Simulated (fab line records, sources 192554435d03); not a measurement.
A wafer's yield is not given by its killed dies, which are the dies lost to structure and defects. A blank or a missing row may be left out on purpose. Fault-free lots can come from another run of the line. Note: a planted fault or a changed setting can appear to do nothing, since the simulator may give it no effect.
fab line records	flow n5Finfet
record lots=7	wafers=21
route steps=1938 shown BEOL_M11@1565 BEOL_M13@1661 BEOL_M14@1753 BEOL_M15@1809 MIM_TOP_ETCH@1853
startH: start of the lot's first displayed wafer, in hours after the record's first day	waitH: hours from the lot's prior step to this one	" the same as in the row above	L1.1+2: a row that stands for several wafers	- value missing, or start not given	* or withheld: withheld	< > ~ a bound
route shown NAME@n: NAME is a module with steps in the file, n the number in the route of the first one	usual: average and standard deviation across the fault-free wafers	same: alike in all rows	chamber/n: place in a boat	sites: readings site by site	_std_site: their standard deviation	_edge_site: outer sites' mean less inner sites'	radiusMm: how far each site lies from the wafer's centre	mask NAME#n: copy n	behind: the last tool/chamber to shape the wafer	hold: reason for holding the lot/hours on hold/outcome of the hold	device: the n, p or np transistor that did not switch	end of line: tests run on the same wafers once the route is complete	step lacking rows: just its recipe	killed: count of dies lost to structure and defects at first sort (not the wafer's yield)	map: shows each die of a wafer: x if killed, . if not, _ if none is there
set.NAME: the setting the step ran with; set.NAME@STEP: the setting that earlier step ran with	model.NAME: the simulator's own value behind a step, which no gauge read
lots whose settings were changed on purpose; a table a step, a row a wafer
## steps
# step N5_BEOL_M11_EXPOSE_25
# recipe maskId=V10	na=1.35	sourceShape=annular	sigmaInner=0.5	sigmaOuter=0.8	polarization=unpolarized	doseMj=85.5
lot.wafer	tool	chamber	startH	waitH	mask	set.doseMj
L075.1+3	arfiScanner-02	0	248.65	-	V10#0	85.5
L075.6	"	0	"	"	V10#0	90.95
L076.4+5+6	arfiScanner-01	0	274.50	-	V10#0	85.5
L084.1+2	arfiScanner-02	0	309.39	-	V10#0	85.5
L084.3	"	0	"	"	V10#0	91.06
L087.1+2+6	arfiScanner-03	0	346.04	-	V10#0	85.5
L090.1	arfiScanner-03	0	374.23	-	V10#0	85.5
L090.3+6	"	0	"	"	V10#0	80.19
L092.2+3+6	arfiScanner-03	0	385.57	-	V10#0	85.5
L097.1+5+6	arfiScanner-03	0	409.21	-	V10#0	85.5
# step N5_BEOL_M11_PEB_26
# recipe pebTempC=withheld	pebTimeS=60	resist=CAR-ArF
# step N5_BEOL_M11_DEVELOP_27
# recipe developTimeS=30	developer=TMAH	resist=CAR-ArF	rinseLiquid=diw	dry=airSpin	devTempC=23
# step N5_BEOL_M11_CD_MEAS_28
# recipe targetCdNm=70	landingEnergyEv=500	detector=seInlens	polarity=opening
# usual cdNm=69.9/1.1
lot.wafer	tool	chamber	startH	waitH	set.doseMj@BEOL_M11_EXPOSE_25	cdNm
L075.1	cdSem-02	0	248.78	-	85.5	68.6
L075.3	"	0	"	"	85.5	68.5
L075.6	"	0	"	"	90.95	74.7
L076.4	cdSem-02	0	274.62	-	85.5	70.4
L076.5	"	0	"	"	85.5	71.4
L076.6	"	0	"	"	85.5	70.8
L084.1	cdSem-03	0	309.52	-	85.5	70.9
L084.2	"	0	"	"	85.5	69.3
L084.3	"	0	"	"	91.06	74.4
L087.1	cdSem-01	0	346.17	-	85.5	66.9
L087.2	"	0	"	"	85.5	68.7
L087.6	"	0	"	"	85.5	69.0
L090.1	cdSem-02	0	374.36	-	85.5	71.1
L090.3	"	0	"	"	80.19	66.0
L090.6	"	0	"	"	80.19	66.3
L092.2	cdSem-02	0	385.70	-	85.5	70.8
L092.3	"	0	"	"	85.5	70.9
L092.6	"	0	"	"	85.5	70.3
L097.1	cdSem-02	0	409.34	-	85.5	71.1
L097.5	"	0	"	"	85.5	70.4
L097.6	"	0	"	"	85.5	71.1
# step N5_BEOL_M11_DESCUM_33
# recipe chemistry=O2	timeS=7.9	sourcePowerW=50	biasPowerW=20	pressureMtorr=20	rfFrequencyHz=2.712e+07	tempC=40	resist=CAR-ArF	o2FlowSccm=225
# step N5_BEOL_M11_ETCH_65
# recipe chemistry=CF4	target=SiARC	targetDepthA=390	maskMaterial=CAR-ArF	timeS=65	ionEnergyEv=80	pressureMtorr=40	sourceW=545	biasW=36	Ar_flow_sccm=100	cf4FlowSccm=100	ends=cleared
# step N5_BEOL_M11_ETCH_66
# recipe chemistry=N2/H2	target=SOC	targetDepthA=1200	overetchA=240	maskMaterial=SiARC	tempC=40	timeS=180	ionEnergyEv=200	pressureMtorr=30	sourceW=840	biasW=150	n2FlowSccm=200	h2FlowSccm=200
lot.wafer	tool	chamber	startH	waitH	set.spinRpm@BEOL_M11_COAT_63	model.etch.depthNm
L075.1	rieDiel-01	1	250.73	0.0	1500	100.2
L075.3	"	0	"	"	1500	100.4
L075.6	"	0	"	"	1500	100.3
L076.4	rieDiel-02	0	274.79	0.0	1500	100.5
L076.5	"	1	"	"	1358	105.9
L076.6	"	2	"	"	1358	105.5
L084.1	rieDiel-02	0	309.70	0.0	1356	105.1
L084.2	"	2	"	"	1500	99.68
L084.3	"	3	"	"	1500	99.61
L087.1	rieDiel-03	1	346.51	0.0	1500	100.1
L087.2	"	3	"	"	1500	100
L087.6	"	1	"	"	1428	102.4
L090.1	rieDiel-03	3	374.56	0.0	1500	100.1
L090.3	"	1	"	"	1500	99.72
L090.6	"	0	"	"	1500	99.86
L092.2	rieDiel-01	0	386.11	0.0	1500	100
L092.3	"	3	"	"	1500	100.3
L092.6	"	0	"	"	1500	100.2
L097.1	rieDiel-03	1	410.30	0.0	1500	99.85
L097.5	"	1	"	"	1500	99.47
L097.6	"	2	"	"	1500	99.7
# step N5_BEOL_M11_STRIP_69
# recipe chemistry=N2/H2	tempC=40	n2FlowSccm=200	h2FlowSccm=200	rfFrequencyHz=6e+07
# step N5_BEOL_M11_VIA_ETCH_34
# recipe chemistry=C4F6/O2	target=SiCOH_lowk	targetDepthA=1845	maskMaterial=SOC	taperDeg=4	timeS=69.2	ionEnergyEv=250	pressureMtorr=30	sourceW=345	biasW=185	Ar_flow_sccm=300	C4F6_flow_sccm=10	O2_flow_sccm=10
lot.wafer	tool	chamber	startH	waitH	set.spinRpm@BEOL_M11_COAT_63	model.SOC_of_BEOL_M11_COAT_63.thkNm
L075.1+3+6	rieDiel-01	1,0,0	250.86	0.0	1500	92
L076.4	rieDiel-02	0	274.91	0.0	1500	92.4
L076.5	"	1	"	"	1358	98
L076.6	"	2	"	"	1358	97.6
L084.1	rieDiel-02	0	309.82	0.0	1356	96.8
L084.2	"	2	"	"	1500	91.8
L084.3	"	3	"	"	1500	91.4
L087.1	rieDiel-03	1	346.64	0.0	1500	91.8
L087.2	"	3	"	"	1500	92
L087.6	"	1	"	"	1428	94.2
L090.1	rieDiel-03	3	374.68	0.0	1500	92.2
L090.3	"	1	"	"	1500	91.4
L090.6	"	0	"	"	1500	91.6
L092.2	rieDiel-01	0	386.24	0.0	1500	91.8
L092.3	"	3	"	"	1500	92.2
L092.6	"	0	"	"	1500	92
L097.1	rieDiel-03	1	410.42	0.0	1500	91.6
L097.5	"	1	"	"	1500	91.2
L097.6	"	2	"	"	1500	91.4
# step N5_BEOL_M13_COAT_58
# recipe resist=BARC	tempC=205	timeS=60	spinRpm=1500	resistThkNm=89
lot.wafer	tool	chamber	startH	waitH	set.spinRpm	model.BARC_of_BEOL_M13_COAT_58.thkNm
L075.1+6	lithoTrack-01	0	267.91	0.0	1634	85.6
L075.3	"	0	"	"	1500	89
L076.4	lithoTrack-05	0	282.51	0.0	1663	84.8
L076.5+6	"	0	"	"	1500	89.4
L084.1+3	lithoTrack-01	0	324.61	0.0	1500	89.2
L084.2	"	0	"	"	1500	89.6
L087.1	lithoTrack-02	0	357.85	0.0	1500	89.6
L087.2	"	0	"	"	1434	91.6
L087.6	"	0	"	"	1500	89.4
L090.1	lithoTrack-05	0	383.45	0.0	1610	86.6
L090.3	"	0	"	"	1610	86
L090.6	"	0	"	"	1500	89.6
L092.2+6	lithoTrack-05	0	399.25	0.0	1594	86.6
L092.3	"	0	"	"	1500	89.4
L097.1+5	lithoTrack-01	0	419.52	0.0	1500	89.4
L097.6	"	0	"	"	1500	89.6
# step N5_BEOL_M13_COAT_04
# recipe spinRpm=1625	resistThkNm=400
# step N5_BEOL_M13_EBR_06
# recipe solvent=PGMEA	ebrWidthMm=1.5
# step N5_BEOL_M13_DESCUM_15
# recipe chemistry=O2	timeS=7.9	sourcePowerW=50	biasPowerW=20	pressureMtorr=20	rfFrequencyHz=2.712e+07	tempC=40	o2FlowSccm=225
# step N5_BEOL_M13_ETCH_59
# recipe chemistry=N2/H2	target=BARC	targetDepthA=890	overetchA=267	timeS=67.9	ionEnergyEv=200	pressureMtorr=30	sourceW=840	biasW=150	n2FlowSccm=200	h2FlowSccm=200
lot.wafer	tool	chamber	startH	waitH	set.spinRpm@BEOL_M13_COAT_58	model.etch.depthNm
L075.1	rieDiel-01	2	268.32	0.0	1634	85.56
L075.3	"	0	"	"	1500	89.06
L075.6	"	1	"	"	1634	85.63
L076.4	rieDiel-03	3	282.91	0.0	1663	84.73
L076.5	"	2	"	"	1500	89.4
L076.6	"	1	"	"	1500	89.47
L084.1	rieDiel-02	2	325.01	0.0	1500	89.25
L084.2	"	1	"	"	1500	89.55
L084.3	"	0	"	"	1500	89.28
L087.1	rieDiel-01	1	358.26	0.0	1500	89.55
L087.2	"	2	"	"	1434	91.53
L087.6	"	1	"	"	1500	89.42
L090.1	rieDiel-01	3	383.84	0.0	1610	86.55
L090.3	"	0	"	"	1610	85.99
L090.6	"	2	"	"	1500	89.61
L092.2	rieDiel-01	2	399.81	0.0	1594	86.52
L092.3	"	3	"	"	1500	89.31
L092.6	"	2	"	"	1594	86.67
L097.1	rieDiel-02	0	419.92	0.0	1500	89.42
L097.5	"	2	"	"	1500	89.45
L097.6	"	0	"	"	1500	89.57
# step N5_BEOL_M13_VIA_ETCH_16
# recipe chemistry=C4F8/O2/Ar	target=SiOC	pressureMtorr=30	sourceW=3000	biasW=700	Ar_flow_sccm=400	C4F8_flow_sccm=15	O2_flow_sccm=8	heInnerTorr=15	heOuterTorr=30	targetDepthA=9217	timeS=withheld	ionEnergyEv=250	ends=cleared
# step N5_BEOL_M13_STRIP_63
# recipe chemistry=N2/H2	powerW=1000	tempC=250	h2Frac=0.65	overashFraction=0.3	pressureMtorr=1000	n2FlowSccm=1750	h2FlowSccm=3250
# step N5_BEOL_M13_STRIP_64
# recipe chemistry=N2/H2	powerW=1000	tempC=250	h2Frac=0.65	overashFraction=0.3	pressureMtorr=withheld	n2FlowSccm=1750	h2FlowSccm=3250
# usual stripTimeToEndpointS=31.37/0.078
lot.wafer	tool	chamber	startH	waitH	set.spinRpm@BEOL_M13_COAT_58	stripTimeToEndpointS
L075.1	plasmaAsher-02	1	268.67	0.0	1634	30.33
L075.3	"	1	"	"	1500	31.32
L075.6	"	0	"	"	1634	30.35
L076.4	plasmaAsher-02	1	283.27	0.0	1663	30.11
L076.5	"	1	"	"	1500	31.41
L076.6	"	0	"	"	1500	31.44
L084.1	plasmaAsher-01	0	325.35	0.0	1500	31.39
L084.2	"	1	"	"	1500	31.45
L084.3	"	0	"	"	1500	31.40
L087.1	plasmaAsher-01	1	358.74	0.0	1500	31.47
L087.2	"	0	"	"	1434	32.02
L087.6	"	1	"	"	1500	31.44
L090.1	plasmaAsher-01	0	384.19	0.0	1610	30.61
L090.3	"	1	"	"	1610	30.45
L090.6	"	0	"	"	1500	31.47
L092.2	plasmaAsher-01	0	400.16	0.0	1594	30.59
L092.3	"	1	"	"	1500	31.40
L092.6	"	1	"	"	1594	30.63
L097.1	plasmaAsher-02	1	420.26	0.0	1500	31.43
L097.5	"	0	"	"	1500	31.44
L097.6	"	1	"	"	1500	31.48
# step N5_BEOL_M14_TRENCH_ETCH_34
# recipe chemistry=C4F8/O2/Ar	target=SiO2	targetDepthA=5566.5	maskMaterial=SOC	heInnerTorr=15	heOuterTorr=30	timeS=126.9	ionEnergyEv=800	pressureMtorr=20	sourceW=1905	biasW=2040	Ar_flow_sccm=400	C4F8_flow_sccm=16	O2_flow_sccm=12
# usual rfVppV=2230/38
lot.wafer	tool	chamber	startH	waitH	set.biasW	rfVppV
L075.1	rieDiel-04	3	275.73	0.0	2040	2304
L075.3	"	1	"	"	1707	1957
L075.6	"	1	"	"	1707	1956
L076.4	rieDiel-06	1	291.58	0.0	2376	2507
L076.5	"	2	"	"	2376	2545
L076.6	"	3	"	"	2040	2189
L084.1	rieDiel-06	3	331.23	0.0	2040	2189
L084.2	"	2	"	"	2040	2293
L084.3	"	1	"	"	2040	2256
L087.1	rieDiel-05	3	366.06	0.0	2256	2330
L087.2	"	2	"	"	2040	2198
L087.6	"	3	"	"	2040	2173
L090.1	rieDiel-04	1	390.40	0.0	2040	2217
L090.3	"	0	"	"	1905	2141
L090.6	"	2	"	"	1905	2125
L092.2	rieDiel-06	0	410.22	0.0	2040	2218
L092.3	"	3	"	"	2040	2187
L092.6	"	1	"	"	2195	2372
L097.1	rieDiel-05	0	428.38	0.0	2040	2217
L097.5	"	2	"	"	2040	2195
L097.6	"	1	"	"	2040	2219
# step N5_BEOL_M15_TRENCH_ETCH_34
# recipe chemistry=C4F8/O2/Ar	target=SiO2	targetDepthA=8729.3	heInnerTorr=15	heOuterTorr=30	timeS=199	ionEnergyEv=800	pressureMtorr=20	sourceW=1905	biasW=2040	Ar_flow_sccm=400	C4F8_flow_sccm=16	O2_flow_sccm=12
lot.wafer	tool	chamber	startH	waitH	set.timeS	model.etch.depthNm	model.coat_of_BEOL_M15_COAT_22.thkNm
L075.1	rieDiel-03	0	282.16	0.0	199	873.8	542.8
L075.3	"	3	"	"	199	863.1	545.8
L075.6	"	3	"	"	223.7	964.6	523.6
L076.4	rieDiel-02	1	299.13	0.0	199	865.5	545.4
L076.5	"	0	"	"	199	878.6	543.2
L076.6	"	3	"	"	199	907.1	529.4
L084.1	rieDiel-02	0	343.18	0.0	160.9	709.8	580.2
L084.2	"	1	"	"	199	846.5	552.6
L084.3	"	3	"	"	199	889.4	538.6
L087.1	rieDiel-02	3	371.80	0.1	211.1	935.8	525
L087.2	"	0	"	"	211.1	920.9	534.6
L087.6	"	3	"	"	199	882.2	535.8
L090.1	rieDiel-02	1	395.68	0.0	199	856.9	545.6
L090.3	"	2	"	"	242.9	1117	492.8
L090.6	"	3	"	"	199	882.9	535.2
L092.2	rieDiel-01	1	415.66	0.0	199	880.9	538.4
L092.3	"	3	"	"	199	876.6	543.8
L092.6	"	1	"	"	199	882.5	538.8
L097.1	rieDiel-03	2	435.07	0.0	199	873.2	543.2
L097.5	"	0	"	"	199	873.3	540.4
L097.6	"	3	"	"	199	891	534.2
# step N5_BEOL_M15_STRIP_36
# recipe chemistry=O2	powerW=600	tempC=60	pressureMtorr=30	rfFrequencyHz=6e+07	biasPowerW=0	overashFraction=0.3	o2FlowSccm=225
# step N5_BEOL_M15_ECD_47
# recipe material=Cu	targetThkA=18600
# step N5_BEOL_M15_ANNEAL_48
# recipe tempC=225	timeS=90	ambient=N2
# step N5_BEOL_M15_CMP_49
# recipe stopOn=SiO2	tOverpolishS=4.9	downForcePsi=2	platenRpm=80	clearingPlatenDownForcePsi=2	clearingPlatenRpm=80	postCmpClean=cuAlkaline	targetThkNm=850	clearingPlatenPadVelocityMS=1.5917	padVelocityMS=1.5917
lot.wafer	tool	chamber	startH	waitH	set.timeS@BEOL_M15_TRENCH_ETCH_34	model.Cu_of_BEOL_M15_ECD_47.thkNm
L075.3	cmp-03	1	287.19	0.2	199	839
L075.1	"	3	"	"	199	851.6
L075.6	"	0	"	"	223.7	942
L076.4	cmp-03	0	301.26	0.1	199	842.8
L076.6	"	0	"	"	199	883.6
L076.5	"	1	"	"	199	854.6
L084.1	cmp-01	0	345.06	0.3	160.9	686
L084.3	"	1	"	"	199	866.6
L084.2	"	2	"	"	199	822
L087.2	cmp-01	0	374.10	0.2	211.1	897.8
L087.1	"	2	"	"	211.1	910.6
L087.6	"	3	"	"	199	859.8
L090.1	cmp-03	2	398.17	0.3	199	834.6
L090.3	"	3	"	"	242.9	1097
L090.6	"	1	"	"	199	861.2
L092.2	cmp-03	0	417.84	0.2	199	859.6
L092.3	"	2	"	"	199	854.2
L092.6	"	1	"	"	199	860.6
L097.1	cmp-01	0	443.57	0.4	199	850.4
L097.6	"	1	"	"	199	866.8
L097.5	"	2	"	"	199	848.8
# step N5_BEOL_M15_THK_MEAS_50
# recipe thkMeasGauge=xrf	reads=Cu_of_BEOL_M15_ECD_47
# usual M15_THK=849/16
lot.wafer	tool	chamber	startH	waitH	set.timeS@BEOL_M15_TRENCH_ETCH_34	M15_THK[nm]
L075.1	filmMetro-01	-	287.45	-	199	845
L075.3	"	-	"	"	199	832
L075.6	"	-	"	"	223.7	930
L076.4	filmMetro-02	-	301.55	-	199	833
L076.5	"	-	"	"	199	847
L076.6	"	-	"	"	199	874
L084.1	filmMetro-01	-	345.32	-	160.9	682
L084.2	"	-	"	"	199	813
L084.3	"	-	"	"	199	860
L087.1	filmMetro-01	-	374.36	-	211.1	910
L087.2	"	-	"	"	211.1	896
L087.6	"	-	"	"	199	857
L090.1	filmMetro-02	-	398.43	-	199	831
L090.3	"	-	"	"	242.9	1094
L090.6	"	-	"	"	199	859
L092.2	filmMetro-02	-	418.14	-	199	845
L092.3	"	-	"	"	199	844
L092.6	"	-	"	"	199	849
L097.1	filmMetro-01	-	443.75	-	199	841
L097.5	"	-	"	"	199	844
L097.6	"	-	"	"	199	860
# step N5_BEOL_M15_PRE_CLEAN_52
# recipe gas=NH3	timeS=15	tempC=withheld	rfPowerW=300
# step N5_BEOL_M15_DEP_53
# recipe material=SiCN	targetThkA=500	tempC=withheld	precursor=3MS/NH3	pressureTorr=3	rfW=675	timeS=17.8
# step N5_BEOL_M15_RS_MEAS_54
# recipe thkMeasGauge=four-point-probe	reads=Cu_of_BEOL_M15_ECD_47+Ta_of_BEOL_M15_SPUTTER_44+TaN_of_BEOL_M15_SPUTTER_43
# usual M15_RS=0.0214/0.00038
lot.wafer	tool	chamber	startH	waitH	set.timeS@BEOL_M15_TRENCH_ETCH_34	M15_RS[ohm/sq]
L075.1	filmMetro-01	-	287.57	0.0	199	0.0215
L075.3	"	-	"	"	199	0.0219
L075.6	"	-	"	"	223.7	0.0194
L076.4	filmMetro-02	-	301.68	0.0	199	0.0217
L076.5	"	-	"	"	199	0.0214
L076.6	"	-	"	"	199	0.0207
L084.1	filmMetro-02	-	345.45	0.0	160.9	0.0269
L084.2	"	-	"	"	199	0.0223
L084.3	"	-	"	"	199	0.0212
L087.1	filmMetro-01	-	374.49	0.0	211.1	0.0201
L087.2	"	-	"	"	211.1	0.0204
L087.6	"	-	"	"	199	0.0213
L090.1	filmMetro-02	-	398.59	0.1	199	0.0220
L090.3	"	-	"	"	242.9	0.0167
L090.6	"	-	"	"	199	0.0213
L092.2	filmMetro-02	-	418.27	0.1	199	0.0213
L092.3	"	-	"	"	199	0.0214
L092.6	"	-	"	"	199	0.0213
L097.1	filmMetro-01	-	443.88	0.0	199	0.0215
L097.5	"	-	"	"	199	0.0216
L097.6	"	-	"	"	199	0.0211
# step N5_MIM_TOP_ETCH_PECVD_03
# recipe material=SiNx	targetThkA=200	tempC=400	precursor=SiH4/NH3/N2	pressureTorr=1.5	rfW=300	timeS=17.6
lot.wafer	tool	chamber	startH	waitH	set.timeS	model.SiNx_of_MIM_TOP_ETCH_PECVD_03.thkNm
L075.1	pecvd-04	1	292.17	-	15.37	17.4
L075.3	"	2	"	"	17.6	19.6
L075.6	"	2	"	"	15.37	17.6
L076.4	pecvd-02	2	306.79	-	17.6	20.4
L076.5	"	1	"	"	19.79	23
L076.6	"	0	"	"	19.79	22.6
L084.1	pecvd-01	0	349.88	-	17.6	20
L084.2+3	"	1,2	"	"	17.6	19.8
L087.1	pecvd-01	1	379.16	-	17.6	20
L087.2	"	0	"	"	16.85	18.8
L087.6	"	1	"	"	17.6	20.4
L090.1	pecvd-02	2	402.27	-	18.6	20.8
L090.3	"	2	"	"	17.6	20.2
L090.6	"	2	"	"	18.6	21.4
L092.2	pecvd-01	2	423.24	-	17.6	20
L092.3	"	0	"	"	18.33	20.4
L092.6	"	1	"	"	18.33	21.2
L097.1+5	pecvd-02	1,0	447.95	-	17.6	20
L097.6	"	1	"	"	17.6	20.2
## key
split step=N5_BEOL_M11_EXPOSE_25	setting=doseMj	stated=85.5	by=wafer
response step=N5_BEOL_M11_CD_MEAS_28	reading=cdNm	change=+0.805	per=1%	r=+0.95
split step=N5_BEOL_M13_COAT_58	setting=spinRpm	stated=1500	by=wafer
response step=N5_BEOL_M13_COAT_58	reading=model.BARC_of_BEOL_M13_COAT_58.thkNm	change=-0.423	per=1%	r=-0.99
response step=N5_BEOL_M13_ETCH_59	reading=model.etch.depthNm	change=-0.427	per=1%	r=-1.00
response step=N5_BEOL_M13_STRIP_64	reading=stripTimeToEndpointS	change=*	per=1%	r=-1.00
split step=N5_BEOL_M14_TRENCH_ETCH_34	setting=biasW	stated=2040	by=wafer
response step=N5_BEOL_M14_TRENCH_ETCH_34	reading=rfVppV	change=+19.4	per=1%	r=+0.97
split step=N5_BEOL_M15_TRENCH_ETCH_34	setting=timeS	stated=199	by=wafer
response step=N5_BEOL_M15_TRENCH_ETCH_34	reading=model.etch.depthNm	change=+9.54	per=1%	r=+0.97
response step=N5_BEOL_M15_TRENCH_ETCH_34	reading=model.coat_of_BEOL_M15_COAT_22.thkNm	change=-1.92	per=1%	r=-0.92
response step=N5_BEOL_M15_CMP_49	reading=model.Cu_of_BEOL_M15_ECD_47.thkNm	change=+9.56	per=1%	r=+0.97
response step=N5_BEOL_M15_THK_MEAS_50	reading=M15_THK	change=+9.46	per=1%	r=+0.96
response step=N5_BEOL_M15_RS_MEAS_54	reading=M15_RS	change=-0.000232	per=1%	r=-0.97
split step=N5_MIM_TOP_ETCH_PECVD_03	setting=timeS	stated=17.6	by=wafer
response step=N5_MIM_TOP_ETCH_PECVD_03	reading=model.SiNx_of_MIM_TOP_ETCH_PECVD_03.thkNm	change=+0.185	per=1%	r=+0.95
split outsideThisFile step=N5_BEOL_M11_COAT_63 setting=spinRpm
# split outsideThisFile: this setting was split too, and the file shows its column; the key of that split is in another file
